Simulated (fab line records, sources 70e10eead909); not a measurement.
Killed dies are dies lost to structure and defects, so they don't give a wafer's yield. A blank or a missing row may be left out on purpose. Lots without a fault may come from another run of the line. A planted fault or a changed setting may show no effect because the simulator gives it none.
Chamber matching | flow nand_harc | NHARC_P_STI_CMP_21 on cmp-04: 4 sister chambers
The step polishes, t overpolish 20 s, target thk 380.67 nm. 8 wafers are shown with their chamber, then 9 later ones without.

WAFERS WITH THEIR CHAMBER
wafer  | chamber | motor_current_A (A) | overpolish_run_s (s)
L078.4 | 0       | 13.0                | 20.005
L080.3 | 1       | 9.1                 | 20.001
L083.2 | 0       | 13.0                | 19.993
L083.3 | 3       | 11.2                | 20.006
L083.5 | 2       | 12.8                | 19.998
L085.1 | 2       | 11.8                | 20.024
L085.2 | 3       | 11.6                | 19.996
L085.4 | 1       | 9.0                 | 19.992

WAFERS WITHOUT THEIR CHAMBER
wafer  | motor_current_A (A) | overpolish_run_s (s)
L086.1 | 11.5                | 19.992
L086.2 | 12.3                | 20.000
L086.4 | 8.9                 | 20.003
L092.3 | 11.7                | 19.999
L092.4 | 11.5                | 20.000
L092.6 | 12.0                | 20.008
L093.1 | 12.6                | 19.985
L093.3 | 11.6                | 20.001
L093.6 | 8.8                 | 20.010

WHICH CHAMBER EACH WENT THROUGH
wafer  | from the rows above          | in truth
L086.1 | can't be placed: 3 or 2      | 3
L086.2 | can't be placed: 2 or 0 or 3 | 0
L086.4 | 1                            | 1
L092.3 | can't be placed: 3 or 2      | 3
L092.4 | 3                            | 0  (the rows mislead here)
L092.6 | can't be placed: 2 or 3 or 0 | 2
L093.1 | can't be placed: 0 or 2 or 3 | 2
L093.3 | can't be placed: 3 or 2      | 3
L093.6 | 1                            | 1
Placed correctly: 2 of 9. Can't be placed from these rows: 6 (the true chamber is among the candidates in 6). Placed wrongly: 1.
How it was worked out, from the rows above alone: a wafer's distance from a chamber is the root of the sum, over the readings, of the square of ((its reading less the chamber's mean) divided by the reading's scatter). The wafer belongs to the nearest chamber; if the next one is less than 2 further off, it can't be placed. A chamber's mean is the mean of its shown wafers. The scatter: the root of (the sum of the squares of (reading less its chamber's mean) over the shown wafers, divided by (wafers less chambers)).
